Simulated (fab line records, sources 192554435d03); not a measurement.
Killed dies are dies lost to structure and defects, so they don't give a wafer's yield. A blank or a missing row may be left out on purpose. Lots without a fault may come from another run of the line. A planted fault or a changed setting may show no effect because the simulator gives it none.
Chamber matching | flow n5_finfet | N5_FIN_SAQP_MANDREL2_REMOVE_60 on rie_si-01: 4 sister chambers
The step chemistry HBr/Cl2/O2, target a-Si, stops on SiNx, bt time 10 s. 27 wafers are shown with their chamber, then 12 later ones without.

WAFERS WITH THEIR CHAMBER
wafer  | chamber | drypump_motor_current_A (A) | throttle_valve_pct (%) | oes_product_au (a.u.)
L074.1 | 3       | 6.3                         | 36.86                  | 0.987
L074.2 | 2       | 6.1                         | 36.92                  | 0.978
L074.6 | 1       | 4.7                         | 36.81                  | 0.982
L076.1 | 0       | 6.4                         | 36.80                  | 1.030
L076.2 | 2       | 6.0                         | 36.92                  | 0.980
L076.4 | 1       | 4.7                         | 36.82                  | 0.973
L077.2 | 1       | 4.7                         | 36.82                  | 0.974
L077.5 | 3       | 6.3                         | 36.84                  | 0.989
L077.6 | 1       | 4.7                         | 36.81                  | 0.978
L079.2 | 2       | 6.0                         | 36.91                  | 0.982
L079.4 | 1       | 4.7                         | 36.82                  | 0.979
L079.5 | 2       | 6.0                         | 36.91                  | 0.978
L080.3 | 2       | 6.0                         | 36.91                  | 0.982
L080.5 | 2       | 6.0                         | 36.92                  | 0.981
L080.6 | 3       | 6.3                         | 36.84                  | 0.990
L083.2 | 3       | 6.3                         | 36.84                  | 0.980
L083.5 | 0       | 6.4                         | 36.81                  | 1.020
L083.6 | 3       | 6.3                         | 36.86                  | 0.986
L085.1 | 3       | 6.3                         | 36.83                  | 0.982
L085.5 | 1       | 4.7                         | 36.80                  | 0.974
L085.6 | 0       | 6.5                         | 36.82                  | 1.022
L087.1 | 1       | 4.7                         | 36.81                  | 0.973
L087.3 | 2       | 6.0                         | 36.90                  | 0.970
L087.5 | 2       | 6.0                         | 36.91                  | 0.981
L092.1 | 0       | 6.4                         | 36.83                  | 1.013
L092.2 | 2       | 6.0                         | 36.91                  | 0.990
L092.3 | 1       | 4.7                         | 36.82                  | 0.980

SIGNATURES (means of the wafers above)
reading                 | chamber 0 | chamber 1 | chamber 2 | chamber 3 | scatter within a chamber
drypump_motor_current_A | 6.425     | 4.700     | 6.011     | 6.300     | 0.0267
throttle_valve_pct      | 36.8150   | 36.8137   | 36.9122   | 36.8450   | 0.00931
oes_product_au          | 1.02125   | 0.97662   | 0.98022   | 0.98567   | 0.0048
Rule: a wafer's distance from a chamber is the root of the sum, over the readings, of the square of ((its reading less the chamber's mean) divided by the reading's scatter). The wafer belongs to the nearest chamber; if the next one is less than 2 further off, it can't be placed. The scatter: the root of (the sum of the squares of (reading less its chamber's mean) over the shown wafers, divided by (wafers less chambers)).

WAFERS WITHOUT THEIR CHAMBER
wafer  | drypump_motor_current_A (A) | throttle_valve_pct (%) | oes_product_au (a.u.)
L092.4 | 6.3                         | 36.85                  | 0.983
L092.5 | 6.3                         | 36.86                  | 0.995
L092.6 | 5.9                         | 36.92                  | 0.989
L096.1 | 6.0                         | 36.91                  | 0.976
L096.2 | 4.7                         | 36.83                  | 0.973
L096.3 | 6.5                         | 36.82                  | 1.021
L096.4 | 6.3                         | 36.85                  | 0.988
L096.5 | 6.3                         | 36.85                  | 0.991
L096.6 | 6.4                         | 36.81                  | 1.018
L097.1 | 6.3                         | 36.86                  | 0.978
L097.2 | 6.4                         | 36.81                  | 1.023
L097.3 | 4.7                         | 36.80                  | 0.984

WHICH CHAMBER EACH WENT THROUGH
wafer  | from the rows above | in truth
L092.4 | 3                   | 3
L092.5 | 3                   | 3
L092.6 | 2                   | 2
L096.1 | 2                   | 2
L096.2 | 1                   | 1
L096.3 | 0                   | 0
L096.4 | 3                   | 3
L096.5 | 3                   | 3
L096.6 | 0                   | 0
L097.1 | 3                   | 3
L097.2 | 0                   | 0
L097.3 | 1                   | 1
Placed correctly: 12 of 12. Can't be placed from these rows: 0. Placed wrongly: 0.
